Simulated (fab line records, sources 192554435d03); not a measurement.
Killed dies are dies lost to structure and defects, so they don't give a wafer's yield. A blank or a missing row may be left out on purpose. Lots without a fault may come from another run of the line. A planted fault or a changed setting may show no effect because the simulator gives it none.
Chamber matching | flow n5_finfet | N5_SDB_STRIP_21 on rie_diel-01: 4 sister chambers
The step strips in CF4. 8 wafers are shown with their chamber, then 7 later ones without.

WAFERS WITH THEIR CHAMBER
wafer  | chamber | drypump_motor_current_A (A) | oes_product_au (a.u.)
L866.5 | 0       | 6.7                         | 0.71
L869.1 | 0       | 6.7                         | 0.71
L870.1 | 3       | 5.4                         | 0.71
L870.2 | 2       | 5.3                         | 0.71
L873.2 | 3       | 5.4                         | 0.71
L873.6 | 1       | 6.4                         | 0.88
L876.1 | 1       | 6.5                         | 0.88
L876.4 | 2       | 5.3                         | 0.70

WAFERS WITHOUT THEIR CHAMBER
wafer  | drypump_motor_current_A (A) | oes_product_au (a.u.)
L876.5 | 6.7                         | 0.69
L885.1 | 6.4                         | 0.85
L885.4 | 5.3                         | 0.69
L885.6 | 5.5                         | 0.69
L887.2 | 5.3                         | 0.68
L887.3 | 6.7                         | 0.93
L887.4 | 6.4                         | 0.84

WHICH CHAMBER EACH WENT THROUGH
wafer  | from the rows above     | in truth
L876.5 | 0                       | 0
L885.1 | 1                       | 1
L885.4 | 2                       | 2
L885.6 | can't be placed: 3 or 2 | 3
L887.2 | can't be placed: 2 or 3 | 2
L887.3 | 1                       | 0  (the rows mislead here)
L887.4 | 1                       | 1
Placed correctly: 4 of 7. Can't be placed from these rows: 2 (the true chamber is among the candidates in 2). Placed wrongly: 1.
How it was worked out, from the rows above alone: a wafer's distance from a chamber is the root of the sum, over the readings, of the square of ((its reading less the chamber's mean) divided by the reading's scatter). The wafer belongs to the nearest chamber; if the next one is less than 2 further off, it can't be placed. A chamber's mean is the mean of its shown wafers. The scatter: the root of (the sum of the squares of (reading less its chamber's mean) over the shown wafers, divided by (wafers less chambers)).
